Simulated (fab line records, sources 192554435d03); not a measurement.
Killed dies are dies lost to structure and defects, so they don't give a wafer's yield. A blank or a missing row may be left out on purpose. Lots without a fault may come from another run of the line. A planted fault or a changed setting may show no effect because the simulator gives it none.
Chamber matching | flow n5_finfet | N5_GATE_CUT_CMP_02 on cmp-01: 4 sister chambers
The step polishes, stops on SiO2, t overpolish 12.7 s, target thk 0 nm. 20 wafers are shown with their chamber, then 10 later ones without.

WAFERS WITH THEIR CHAMBER
wafer  | chamber | motor_current_A (A) | time_to_endpoint_s (s) | overpolish_run_s (s)
L076.2 | 3       | 7.7                 | 21                     | 12.705
L076.3 | 1       | 10.7                | 27                     | 12.709
L076.4 | 2       | 8.8                 | 29                     | 12.707
L079.3 | 3       | 7.6                 | 25                     | 12.695
L079.4 | 1       | 10.4                | 25                     | 12.693
L079.6 | 0       | 8.6                 | 21                     | 12.688
L081.2 | 3       | 7.6                 | 26                     | 12.702
L081.3 | 1       | 10.8                | 21                     | 12.695
L081.5 | 2       | 9.0                 | 31                     | 12.697
L084.2 | 2       | 8.8                 | 28                     | 12.690
L084.4 | 1       | 11.2                | 19                     | 12.690
L084.6 | 3       | 7.7                 | 23                     | 12.711
L088.1 | 3       | 7.2                 | 21                     | 12.718
L088.2 | 0       | 8.1                 | 16                     | 12.703
L088.3 | 1       | 10.8                | 18                     | 12.703
L089.2 | 1       | 10.9                | 19                     | 12.708
L089.4 | 2       | 8.4                 | 31                     | 12.701
L089.6 | 0       | 7.9                 | 22                     | 12.696
L090.1 | 0       | 8.0                 | 20                     | 12.693
L090.3 | 1       | 10.8                | 21                     | 12.702

SIGNATURES (means of the wafers above)
reading            | chamber 0 | chamber 1 | chamber 2 | chamber 3 | scatter within a chamber
motor_current_A    | 8.150     | 10.800    | 8.750     | 7.560     | 0.249
time_to_endpoint_s | 19.75     | 21.43     | 29.75     | 23.20     | 2.69
overpolish_run_s   | 12.69500  | 12.70000  | 12.69875  | 12.70620  | 0.00754
Rule: a wafer's distance from a chamber is the root of the sum, over the readings, of the square of ((its reading less the chamber's mean) divided by the reading's scatter). The wafer belongs to the nearest chamber; if the next one is less than 2 further off, it can't be placed. The scatter: the root of (the sum of the squares of (reading less its chamber's mean) over the shown wafers, divided by (wafers less chambers)).

WAFERS WITHOUT THEIR CHAMBER
wafer  | motor_current_A (A) | time_to_endpoint_s (s) | overpolish_run_s (s)
L090.5 | 8.3                 | 18                     | 12.709
L091.1 | 8.4                 | 22                     | 12.722
L091.2 | 10.8                | 22                     | 12.696
L091.4 | 9.2                 | 30                     | 12.697
L095.1 | 8.9                 | 30                     | 12.709
L095.2 | 7.5                 | 25                     | 12.694
L095.4 | 8.5                 | 22                     | 12.694
L097.2 | 9.0                 | 28                     | 12.707
L097.4 | 9.8                 | 20                     | 12.706
L097.5 | 7.8                 | 23                     | 12.705

WHICH CHAMBER EACH WENT THROUGH
wafer  | from the rows above          | in truth
L090.5 | can't be placed: 0 or 3      | 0
L091.1 | can't be placed: 0 or 3 or 2 | 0
L091.2 | 1                            | 1
L091.4 | 2                            | 2
L095.1 | 2                            | 2
L095.2 | can't be placed: 3 or 0      | 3
L095.4 | can't be placed: 0 or 2      | 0
L097.2 | 2                            | 2
L097.4 | can't be placed: 1 or 2      | 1
L097.5 | can't be placed: 3 or 0      | 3
Placed correctly: 4 of 10. Can't be placed from these rows: 6 (the true chamber is among the candidates in 6). Placed wrongly: 0.
